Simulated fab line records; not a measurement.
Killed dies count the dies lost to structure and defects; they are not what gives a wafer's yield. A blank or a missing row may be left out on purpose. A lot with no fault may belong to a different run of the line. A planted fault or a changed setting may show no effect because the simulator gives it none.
Matching of chambers    flow n5-finfet    4 sister chambers for N5_FIN_CUT_CUT_ETCH_15 on rie-si-01
The step etches Si in HBr/Cl2/O2, target depth 100 nm, bt time 10 s, time 42.4 s. 8 wafers are shown with their chamber, then 7 later ones without.

WAFERS WITH THEIR CHAMBER
wafer   chamber  oes-product-au (a.u.)
L083.4  1        1.002
L086.3  1        1.003
L086.4  0        1.037
L087.2  2        0.998
L087.3  0        1.038
L087.4  3        1.012
L089.2  3        1.015
L089.4  2        0.996

WAFERS MISSING THEIR CHAMBER
wafer   oes-product-au (a.u.)
L089.5  1.039
L090.1  1.007
L090.2  1.034
L090.4  1.001
L094.2  1.009
L094.3  1.007
L094.4  1.004

THE CHAMBER EACH PASSED THROUGH
wafer   from the rows above      in truth
L089.5  0                        0
L090.1  can't be placed: 1 or 3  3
L090.2  0                        0
L090.4  can't be placed: 1 or 2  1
L094.2  can't be placed: 3 or 1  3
L094.3  can't be placed: 1 or 3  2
L094.4  1                        1
Correctly placed: 3 of 7. These rows do not allow placing 4 (true chamber among the candidates in 3). 0 placed wrongly.
How it was worked out, from the rows above alone: a wafer's distance from a chamber is the root of the sum, over the readings, of the square of ((its reading less the chamber's mean) divided by the reading's scatter). The wafer belongs to the nearest chamber; if the next one is less than 2 further off, it can't be placed. For every chamber, the mean is computed from those of its wafers that are shown. The scatter: the root of (the sum of the squares of (reading less its chamber's mean) over the shown wafers, divided by (wafers less chambers)).
